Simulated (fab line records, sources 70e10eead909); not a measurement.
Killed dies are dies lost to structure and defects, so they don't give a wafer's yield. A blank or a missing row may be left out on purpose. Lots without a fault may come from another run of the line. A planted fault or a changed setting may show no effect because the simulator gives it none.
Which tool did it? | flow nand_harc | 15 lots, 43 wafers sampled, at 5 steps of a route of 1302

WHAT THE GAUGES READ, wafer by wafer
NHARC_P_M1_INSPECT_11.
lot  | measured     | on                | raw_defect_count
L783 | day 7 01:08  | defect_inspect-02 | 2 4 4
L784 | day 7 01:29  | defect_inspect-02 | 4 6 8
L787 | day 8 01:58  | defect_inspect-01 | 3 2 1
L786 | day 8 02:40  | defect_inspect-01 | 5 4 4
L788 | day 8 17:31  | defect_inspect-02 | 3 0 9
L789 | day 9 06:05  | defect_inspect-02 | 3 4 4
L790 | day 9 17:25  | defect_inspect-02 | 7 4 4
L794 | day 11 12:42 | defect_inspect-02 | 5 6 1
L795 | day 11 17:44 | defect_inspect-02 | 10 8
L796 | day 12 09:13 | defect_inspect-02 | 4 3
L801 | day 14 05:05 | defect_inspect-02 | 5 5 2
L802 | day 14 11:38 | defect_inspect-02 | 3 3 2
L803 | day 15 03:07 | defect_inspect-01 | 5 3 6
L804 | day 15 18:02 | defect_inspect-02 | 5 8 8
L805 | day 16 02:08 | defect_inspect-02 | 2 3 2

NHARC_P_M1_INSPECT_27.
lot  | measured     | on                | raw_defect_count
L783 | day 7 03:56  | defect_inspect-02 | 200 256 178
L784 | day 7 04:15  | defect_inspect-01 | 512 331 400
L787 | day 8 04:37  | defect_inspect-02 | 576 210 309
L786 | day 8 05:17  | defect_inspect-01 | 278 413 277
L788 | day 8 20:19  | defect_inspect-02 | 199 286 200
L789 | day 9 08:43  | defect_inspect-01 | 266 275 240
L790 | day 9 20:04  | defect_inspect-01 | 285 411 246
L794 | day 11 15:20 | defect_inspect-01 | 201 176 167
L795 | day 11 20:23 | defect_inspect-01 | 354 285
L796 | day 12 12:22 | defect_inspect-02 | 269 222
L801 | day 14 07:44 | defect_inspect-01 | 147 155 226
L802 | day 14 14:22 | defect_inspect-02 | 413 404 460
L803 | day 15 05:48 | defect_inspect-02 | 292 221 266
L804 | day 15 20:40 | defect_inspect-01 | 151 305 191
L805 | day 16 04:53 | defect_inspect-02 | 381 246 275

WHICH TOOL RAN EACH LOT (tool, then ch and the chambers of the sampled wafers, then the start)
lot  | NHARC_P_M1_PRE_CLEAN_30                 | NHARC_P_M1_ECD_22              | NHARC_P_M1_CMP_23
L783 | pvd_sputter-01, day 7 02:47 or earlier  | ecd_cu-01 ch 0, day 7 02:47    | cmp-04 ch 0,1,2, day 7 03:29
L784 | pvd_sputter-03, day 7 03:05 or earlier  | ecd_cu-02 ch 0,1, day 7 03:05  | cmp-03 ch 1,2,3, day 7 03:50
L787 | pvd_sputter-02, day 8 03:28 or earlier  | ecd_cu-01 ch 0,1, day 8 03:28  | cmp-03 ch 0,2, day 8 04:10
L786 | pvd_sputter-01, day 8 04:09 or earlier  | ecd_cu-02 ch 0,1, day 8 04:09  | cmp-01 ch 0,1,2, day 8 04:54
L788 | pvd_sputter-01, day 8 18:57 or earlier  | ecd_cu-02 ch 0,1, day 8 18:57  | cmp-03 ch 0,3, day 8 19:50
L789 | pvd_sputter-01, day 9 07:35 or earlier  | ecd_cu-02 ch 0,1, day 9 07:35  | cmp-01 ch 0,3, day 9 08:15
L790 | pvd_sputter-03, day 9 18:55 or earlier  | ecd_cu-01 ch 0,1, day 9 18:55  | cmp-04 ch 2,3, day 9 19:35
L794 | pvd_sputter-01, day 11 14:09 or earlier | ecd_cu-01 ch 0,1, day 11 14:09 | cmp-01 ch 0,3, day 11 14:54
L795 | pvd_sputter-02, day 11 19:17 or earlier | ecd_cu-01 ch 1, day 11 19:17   | cmp-04 ch 2,3, day 11 19:59
L796 | pvd_sputter-03, day 12 11:02 or earlier | ecd_cu-01 ch 1, day 12 11:02   | cmp-01 ch 0,1, day 12 11:53
L801 | pvd_sputter-03, day 14 06:33 or earlier | ecd_cu-02 ch 0,1, day 14 06:33 | cmp-04 ch 1,2,3, day 14 07:16
L802 | pvd_sputter-02, day 14 13:13 or earlier | ecd_cu-02 ch 0,1, day 14 13:13 | cmp-03 ch 0,3, day 14 13:53
L803 | pvd_sputter-02, day 15 04:37 or earlier | ecd_cu-02 ch 0,1, day 15 04:37 | cmp-01 ch 0,3, day 15 05:20
L804 | pvd_sputter-02, day 15 19:28 or earlier | ecd_cu-01 ch 0,1, day 15 19:28 | cmp-04 ch 1,2,3, day 15 20:11
L805 | pvd_sputter-02, day 16 03:51 or earlier | ecd_cu-01 ch 0,1, day 16 03:51 | cmp-01 ch 0,1, day 16 04:27
- NHARC_P_M1_PRE_CLEAN_30: time 30 s.
- NHARC_P_M1_ECD_22: material Cu, target thk 400 nm.
- NHARC_P_M1_CMP_23: polishes, t overpolish 20 s, target thk 157.82 nm.

WHAT THE TOOLS THEMSELVES READ (means of the sampled wafers that have a number; where no wafer has one, the mark that the record gives instead)
NHARC_P_M1_PRE_CLEAN_30.
lot  | tool           | heater_power_w (W)
L783 | pvd_sputter-01 | 397
L784 | pvd_sputter-03 | 376
L787 | pvd_sputter-02 | 417
L786 | pvd_sputter-01 | 361
L788 | pvd_sputter-01 | 421
L789 | pvd_sputter-01 | 415
L790 | pvd_sputter-03 | 450
L794 | pvd_sputter-01 | 376
L795 | pvd_sputter-02 | 387
L796 | pvd_sputter-03 | 438
L801 | pvd_sputter-03 | 444
L802 | pvd_sputter-02 | 432
L803 | pvd_sputter-02 | 427
L804 | pvd_sputter-02 | 411
L805 | pvd_sputter-02 | 411

NHARC_P_M1_CMP_23.
lot  | tool   | edge_zone_pressure_frac | motor_current_A (A) | time_to_endpoint_s (s)
L783 | cmp-04 | 1.004                   | 12.9                | 31.3
L784 | cmp-03 | 1.000                   | 11.2                | 27.7
L787 | cmp-03 | 1.005                   | 11.5                | 26.0
L786 | cmp-01 | 1.000                   | 11.8                | 27.4
L788 | cmp-03 | 0.998                   | 11.0                | 28.9
L789 | cmp-01 | 0.999                   | 11.7                | 31.2
L790 | cmp-04 | 1.001                   | 13.0                | 25.4
L794 | cmp-01 | 0.999                   | 11.9                | 20.6
L795 | cmp-04 | 0.996                   | 12.7                | 23.8
L796 | cmp-01 | 1.000                   | 12.4                | 20.6
L801 | cmp-04 | 0.998                   | 12.8                | 29.1
L802 | cmp-03 | 0.997                   | 11.1                | 29.0
L803 | cmp-01 | 1.002                   | 12.1                | 30.0
L804 | cmp-04 | 1.003                   | 12.9                | 27.3
L805 | cmp-01 | 1.004                   | 12.4                | 29.9

THE ANSWER, worked out from the rows above alone
Rule: what is usual is taken from the lots themselves. Put in order of their means at a reading, lots are off if they are a third of the lots or fewer, leave a main group of 4 or more, and stand apart from it by a gap of 3 or more times the standard deviation of the main group's means; of several such gaps the widest counts. A main group whose means are all the same, to the digits that the tables above print for the reading, isn't used. A lot without any number at a reading at which 4 lots or more have one is off too. The other lots that the step has rows for count as sound. The gauges are gone through in route order, then the tools' own readings, and for those a lot's mean is taken as printed above. The first step at which some lot is off is used, and at that step the reading that is off furthest; a lot without a number counts as furthest.
No lot is off at any reading shown: from this, nothing can be told.

WHAT THE SIMULATOR HAD PUT IN
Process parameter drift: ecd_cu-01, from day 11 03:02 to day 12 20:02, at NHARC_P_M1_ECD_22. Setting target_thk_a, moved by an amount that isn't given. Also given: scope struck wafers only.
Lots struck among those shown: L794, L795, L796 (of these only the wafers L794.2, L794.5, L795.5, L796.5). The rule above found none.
